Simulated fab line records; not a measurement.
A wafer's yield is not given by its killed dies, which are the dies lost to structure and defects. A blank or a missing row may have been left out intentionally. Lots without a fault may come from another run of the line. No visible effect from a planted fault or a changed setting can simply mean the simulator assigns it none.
Problem report in the 8D (eight disciplines) form, filled by code / flow n5_finfet / the parts of the form that need people (team, actions taken, sign-off) are left out

1. THE ISSUE
Mean of raw_defect_count at N5_DUMMY_REMOVAL_INSPECT_06: 144 across 6 wafers in 2 lots; on wafers with no fault it is 11 (standard deviation 5.1). That puts it +26 standard deviations away from the usual mean.
The step: inspects for defects (brightfield).
First observed at day 8 08:15: wafer L942.1, on defect_inspect-01. The record has a number at this step for 24 wafers belonging to 8 lots. Rule for "out", or "out of limits": more than 4 standard deviations from the usual mean. The other wafers with a number count as sound.

2. WHAT THIS IS AND IS NOT
question=which readings at this step | is=raw_defect_count | is not=-
question=which lots | is=L942, L943 | is not=L926, L931, L933, L934, L936, L947
question=which wafers of those lots | is=all that have a number | is not=-
question=read on which gauges | is=defect_inspect-01, defect_inspect-02 | is not=-
question=when | is=from day 8 08:15 | is not=up to then (15 sound wafers); but 3 sound wafers of L947 came after

3. THE SUSPECTS, EACH WITH WHAT RULES IT OUT
Counting: any tool at a process step up to the reading is kept as a suspect provided that every lot that is out went through it and no sound lot did after the first of them.
- the gauge at N5_DUMMY_REMOVAL_INSPECT_06 is ruled out. 2 gauges (defect_inspect-01, defect_inspect-02) read the wafers that are out.
- pecvd-04 at N5_SDB_HM_DEP_00 (deposits SiNx from SiH4/NH3/N2, target thk 40 nm, time 35.3 s): kept. It ran every lot that is out, first L942 (day 8 03:17), and no sound lot after that; its last sound lot up to then is L934 (day 6 06:19).
- rie_diel-06 at N5_DUMMY_REMOVAL_HM_STRIP_01 (strips SiNx in CH3F/O2, stops on poly-Si, target depth 4 nm, time 6.8 s): kept. It ran every lot that is out, first L942 (day 8 08:03), and no sound lot after that; its last sound lot up to then is L936 (day 6 20:53).
- rie_diel-06 at N5_DUMMY_REMOVAL_STRIP_10 (strips in N2/H2, time 40 s): kept. It ran every lot that is out, first L942 (day 8 08:05), and no sound lot after that; its last sound lot up to then is L936 (day 6 20:55).
pecvd-04 at N5_SDB_HM_DEP_00, rie_diel-06 at N5_DUMMY_REMOVAL_HM_STRIP_01 and rie_diel-06 at N5_DUMMY_REMOVAL_STRIP_10 are what is left after counting.

4. THE CAUSE (what the simulator had put in)
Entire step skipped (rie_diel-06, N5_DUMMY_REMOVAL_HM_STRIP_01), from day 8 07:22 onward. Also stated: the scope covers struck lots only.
Counting left 3 suspects, and this tool is among them.

5. THE CHAIN OF EFFECTS, in route order
Each row: a reading where the mean over the struck wafers with a number is more than 3 standard deviations away from the usual. Only readings for which the record gives a usual standard deviation are gone through. hours: the time from each lot's start at the first step in this table that gives one to its start at this step, as a median over the lots. sigmas: the change in usual standard deviations.
hours=0; step=N5_DUMMY_REMOVAL_INSPECT_06; reading=raw_defect_count; usual=11; on struck wafers=144; change=+133; sigmas=+26
Readings that are blank on the struck wafers while sound wafers have them: CH3F_flow_sccm at N5_DUMMY_REMOVAL_HM_STRIP_01; O2_flow_sccm at N5_DUMMY_REMOVAL_HM_STRIP_01; drypump_motor_current_A at N5_DUMMY_REMOVAL_HM_STRIP_01; oes_product_au at N5_DUMMY_REMOVAL_HM_STRIP_01; rf_vpp_V at N5_DUMMY_REMOVAL_HM_STRIP_01; showerhead_plenum_p_Torr at N5_DUMMY_REMOVAL_HM_STRIP_01; throttle_valve_pct at N5_DUMMY_REMOVAL_HM_STRIP_01.
Later measuring or inspecting steps at which every struck wafer that the step has a row for has a number for every such reading, and none has moved that far: N5_BEOL_M4_RC_MEAS_101.

6. HOW IT WOULD HAVE BEEN CAUGHT EARLIER
In this record the first reading out of limits at a measuring or inspecting step was taken at day 8 08:15, 1 hour after the fault began at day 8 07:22.
At N5_DUMMY_REMOVAL_HM_STRIP_01 the tool's readings are blank on the struck wafers, where sound wafers have them: an empty tool record is the first sign, and it was there at once.
L943, from the lots that are out (2), started N5_DUMMY_REMOVAL_HM_STRIP_01 on rie_diel-06 later than day 8 08:15. A hold on the tool at that time would have spared it.
